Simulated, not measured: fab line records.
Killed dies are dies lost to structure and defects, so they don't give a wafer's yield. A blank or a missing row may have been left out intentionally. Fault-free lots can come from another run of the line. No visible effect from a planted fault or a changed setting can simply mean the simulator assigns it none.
Matching of chambers / flow n5-finfet / N5_BEOL_M5_DESCUM_16 on rie-diel-03: 4 sister chambers
The step chemistry O2, time 7 s. 18 wafers are shown with their chamber, then 9 later ones without.

WAFERS PAIRED WITH THEIR CHAMBERS
wafer=L074.1; chamber=3; throttle-valve-pct (%)=20.26; drypump-motor-current-A (A)=5.1; showerhead-plenum-p-Torr (Torr)=2.11
wafer=L074.5; chamber=0; throttle-valve-pct (%)=20.42; drypump-motor-current-A (A)=5.3; showerhead-plenum-p-Torr (Torr)=2.17
wafer=L074.6; chamber=1; throttle-valve-pct (%)=20.38; drypump-motor-current-A (A)=5.2; showerhead-plenum-p-Torr (Torr)=2.16
wafer=L077.1; chamber=2; throttle-valve-pct (%)=19.90; drypump-motor-current-A (A)=4.8; showerhead-plenum-p-Torr (Torr)=2.06
wafer=L077.2; chamber=3; throttle-valve-pct (%)=20.27; drypump-motor-current-A (A)=5.1; showerhead-plenum-p-Torr (Torr)=2.11
wafer=L077.6; chamber=3; throttle-valve-pct (%)=20.28; drypump-motor-current-A (A)=5.1; showerhead-plenum-p-Torr (Torr)=2.11
wafer=L078.1; chamber=1; throttle-valve-pct (%)=20.39; drypump-motor-current-A (A)=5.2; showerhead-plenum-p-Torr (Torr)=2.15
wafer=L078.4; chamber=2; throttle-valve-pct (%)=19.88; drypump-motor-current-A (A)=4.8; showerhead-plenum-p-Torr (Torr)=2.06
wafer=L078.6; chamber=0; throttle-valve-pct (%)=20.43; drypump-motor-current-A (A)=5.3; showerhead-plenum-p-Torr (Torr)=2.16
wafer=L081.2; chamber=0; throttle-valve-pct (%)=20.46; drypump-motor-current-A (A)=5.3; showerhead-plenum-p-Torr (Torr)=2.16
wafer=L081.4; chamber=1; throttle-valve-pct (%)=20.39; drypump-motor-current-A (A)=5.1; showerhead-plenum-p-Torr (Torr)=2.15
wafer=L081.6; chamber=0; throttle-valve-pct (%)=20.45; drypump-motor-current-A (A)=5.3; showerhead-plenum-p-Torr (Torr)=2.16
wafer=L086.1; chamber=1; throttle-valve-pct (%)=20.43; drypump-motor-current-A (A)=5.2; showerhead-plenum-p-Torr (Torr)=2.15
wafer=L086.3; chamber=3; throttle-valve-pct (%)=20.28; drypump-motor-current-A (A)=5.1; showerhead-plenum-p-Torr (Torr)=2.10
wafer=L086.4; chamber=0; throttle-valve-pct (%)=20.46; drypump-motor-current-A (A)=5.4; showerhead-plenum-p-Torr (Torr)=2.16
wafer=L089.1; chamber=1; throttle-valve-pct (%)=20.43; drypump-motor-current-A (A)=5.2; showerhead-plenum-p-Torr (Torr)=2.15
wafer=L089.4; chamber=2; throttle-valve-pct (%)=19.92; drypump-motor-current-A (A)=4.8; showerhead-plenum-p-Torr (Torr)=2.05
wafer=L089.6; chamber=0; throttle-valve-pct (%)=20.48; drypump-motor-current-A (A)=5.3; showerhead-plenum-p-Torr (Torr)=2.15

SIGNATURES (averages over the wafers above)
reading=throttle-valve-pct; chamber 0=20.4500; chamber 1=20.4040; chamber 2=19.9000; chamber 3=20.2725; scatter within a chamber=0.0203
reading=drypump-motor-current-A; chamber 0=5.317; chamber 1=5.180; chamber 2=4.800; chamber 3=5.100; scatter within a chamber=0.0342
reading=showerhead-plenum-p-Torr; chamber 0=2.1600; chamber 1=2.1520; chamber 2=2.0567; chamber 3=2.1075; scatter within a chamber=0.00549
Rule: for a wafer and a chamber, the distance is found by dividing, reading by reading, the gap between the wafer's reading and the chamber's mean by the reading's scatter, squaring, summing and taking the root. The wafer belongs to the nearest chamber; if the next one is less than 2 further off, it can't be placed. How the scatter is found: for the shown wafers, subtract from each reading the mean of its chamber, square and add these, divide the total by (wafers less chambers), then take the root.

WAFERS WITHOUT THEIR CHAMBER
wafer=L091.3; throttle-valve-pct (%)=20.31; drypump-motor-current-A (A)=5.1; showerhead-plenum-p-Torr (Torr)=2.10
wafer=L091.4; throttle-valve-pct (%)=20.47; drypump-motor-current-A (A)=5.4; showerhead-plenum-p-Torr (Torr)=2.15
wafer=L091.6; throttle-valve-pct (%)=20.44; drypump-motor-current-A (A)=5.1; showerhead-plenum-p-Torr (Torr)=2.14
wafer=L095.2; throttle-valve-pct (%)=19.94; drypump-motor-current-A (A)=4.8; showerhead-plenum-p-Torr (Torr)=2.05
wafer=L095.3; throttle-valve-pct (%)=20.49; drypump-motor-current-A (A)=5.3; showerhead-plenum-p-Torr (Torr)=2.15
wafer=L095.6; throttle-valve-pct (%)=20.49; drypump-motor-current-A (A)=5.3; showerhead-plenum-p-Torr (Torr)=2.15
wafer=L097.3; throttle-valve-pct (%)=20.43; drypump-motor-current-A (A)=5.1; showerhead-plenum-p-Torr (Torr)=2.14
wafer=L097.4; throttle-valve-pct (%)=20.51; drypump-motor-current-A (A)=5.3; showerhead-plenum-p-Torr (Torr)=2.15
wafer=L097.6; throttle-valve-pct (%)=20.48; drypump-motor-current-A (A)=5.3; showerhead-plenum-p-Torr (Torr)=2.15

WHICH CHAMBER EACH WENT THROUGH
wafer=L091.3; from the rows above=3; in truth=3
wafer=L091.4; from the rows above=0; in truth=0
wafer=L091.6; from the rows above=1; in truth=1
wafer=L095.2; from the rows above=2; in truth=2
wafer=L095.3; from the rows above=0; in truth=0
wafer=L095.6; from the rows above=0; in truth=0
wafer=L097.3; from the rows above=1; in truth=1
wafer=L097.4; from the rows above=0; in truth=0
wafer=L097.6; from the rows above=0; in truth=0
Correctly placed: 9 of 9. From these rows, 0 cannot be placed. Number placed wrongly: 0.
